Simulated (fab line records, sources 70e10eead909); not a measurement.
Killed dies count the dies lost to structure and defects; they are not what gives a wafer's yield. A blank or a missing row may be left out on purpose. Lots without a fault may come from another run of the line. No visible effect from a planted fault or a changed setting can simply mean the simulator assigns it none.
The tool behind it: which one? | flow nand harc | at 1 step of a route of 1302, 15 lots with 45 wafers sampled

WHAT THE GAUGES READ, wafer by wafer
NHARC_P_BONDPAD_OVL_MEAS_38. Usual: overlay x nm 1 nm, standard deviation 4.5; overlay y nm -2 nm, standard deviation 6.3.
lot  | measured     | on         | overlay x nm (nm) | overlay y nm (nm) | flag
L836 | day 7 00:49  | overlay-02 | 4 3 4             | 3 3 3             |
L837 | day 7 10:14  | overlay-01 | 3 2 3             | 5 4 5             |
L840 | day 8 12:14  | overlay-01 | 4 4 4             | -9 -9 -9          |
L839 | day 8 13:01  | overlay-01 | 7 7 7             | 3 3 2             |
L841 | day 9 10:55  | overlay-02 | 5 5 5             | -9 -9 -9          |
L842 | day 9 17:57  | overlay-01 | -1 -1 -1          | -4 -4 -4          |
L848 | day 12 02:19 | overlay-02 | 3 4 3             | -5 -5 -5          |
L849 | day 12 12:56 | overlay-02 | -3 -3 -3          | -3 -4 -4          |
L850 | day 12 15:05 | overlay-02 | 3 4 4             | 3 4 3             |
L851 | day 13 04:56 | overlay-02 | 6 6 6             | 8 8 8             |
L852 | day 13 17:30 | overlay-02 | 5 5 6             | 7 7 7             |
L853 | day 14 08:52 | overlay-02 | -4 -3 -3          | -7 -7 -7          |
L857 | day 15 11:52 | overlay-02 | -6 -7 -6          | 4 4 4             |
L856 | day 15 13:07 | overlay-02 | 1 1 2             | -7 -6 -7          |
L858 | day 16 00:49 | overlay-01 | -2 -3 -2          | -7 -7 -7          |

TOOL THAT RAN EACH LOT (tool first, then ch and the chambers of the sampled wafers, then the start)
The record shows no process step preceding these readings.

WHAT THE TOOLS THEMSELVES READ (means of the sampled wafers that have a number; where no wafer has one, the mark that the record gives instead)
The record holds no such reading with a usual standard deviation.

THE ANSWER, worked out from the rows above alone
Rule: take the mean of a lot's wafers that have a number; if it is more than 3 standard deviations from the usual mean, the lot is off. Also off: a lot with no number at a reading for which 4 or more lots have one. Where the step has rows for the other lots, those lots are counted as sound. First the gauges in route order, then the tools' own readings, where a lot's mean is used as printed above. The first step at which some lot is off is used, and at that step the reading that is off furthest; a lot without a number counts as furthest.
Nothing can be told from this: no lot is off at any reading shown.

WHAT HAD BEEN PUT IN BY THE SIMULATOR
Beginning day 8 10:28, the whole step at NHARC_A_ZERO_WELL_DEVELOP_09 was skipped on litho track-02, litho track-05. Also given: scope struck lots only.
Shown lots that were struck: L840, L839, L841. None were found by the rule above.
